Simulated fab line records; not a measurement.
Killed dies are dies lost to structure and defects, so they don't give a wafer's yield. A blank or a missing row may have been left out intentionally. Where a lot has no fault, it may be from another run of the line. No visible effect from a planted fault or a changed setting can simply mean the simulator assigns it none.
Chamber matching / flow n5-finfet / ald-metal-03 running N5_BEOL_M10_ALD_74: 4 sister chambers
The step deposits TaN, target thk 2 nm, pulse time 2 s, purge time 3 s. 4 wafers are shown with their chamber, then 10 later ones without.

## WAFERS PAIRED WITH THEIR CHAMBERS
wafer=L086.1; chamber=3; heater-power-w (W)=320
wafer=L092.6; chamber=2; heater-power-w (W)=418
wafer=L093.1; chamber=0; heater-power-w (W)=385
wafer=L093.4; chamber=1; heater-power-w (W)=448

## WAFERS WITH NO CHAMBER GIVEN
wafer=L093.5; heater-power-w (W)=439
wafer=L095.1; heater-power-w (W)=419
wafer=L095.3; heater-power-w (W)=323
wafer=L095.4; heater-power-w (W)=372
wafer=L094.2; heater-power-w (W)=438
wafer=L094.3; heater-power-w (W)=322
wafer=L094.4; heater-power-w (W)=431
wafer=L097.1; heater-power-w (W)=370
wafer=L097.4; heater-power-w (W)=420
wafer=L097.5; heater-power-w (W)=318

## CHAMBER TAKEN BY EACH
wafer=L093.5; from the rows above=can't be placed: 1 or 2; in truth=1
wafer=L095.1; from the rows above=2; in truth=2
wafer=L095.3; from the rows above=3; in truth=3
wafer=L095.4; from the rows above=0; in truth=0
wafer=L094.2; from the rows above=can't be placed: 1 or 2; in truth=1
wafer=L094.3; from the rows above=3; in truth=3
wafer=L094.4; from the rows above=can't be placed: 2 or 1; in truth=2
wafer=L097.1; from the rows above=0; in truth=0
wafer=L097.4; from the rows above=2; in truth=2
wafer=L097.5; from the rows above=3; in truth=3
7 of 10 placed correctly. Cannot be placed on the basis of these rows: 3; the candidates contain the true chamber in 3. Wrongly placed: 0.
How it was worked out, from the rows above alone: a wafer's distance from a chamber is the root of the sum, over the readings, of the square of ((its reading less the chamber's mean) divided by the reading's scatter). If the next closest chamber is less than 2 further off than the closest, the wafer can't be placed; otherwise it belongs to the closest. A chamber's mean is the mean of its shown wafers. The scatter: root of mean squared gap, hidden wafer to nearest shown wafer, with one shown wafer a chamber.
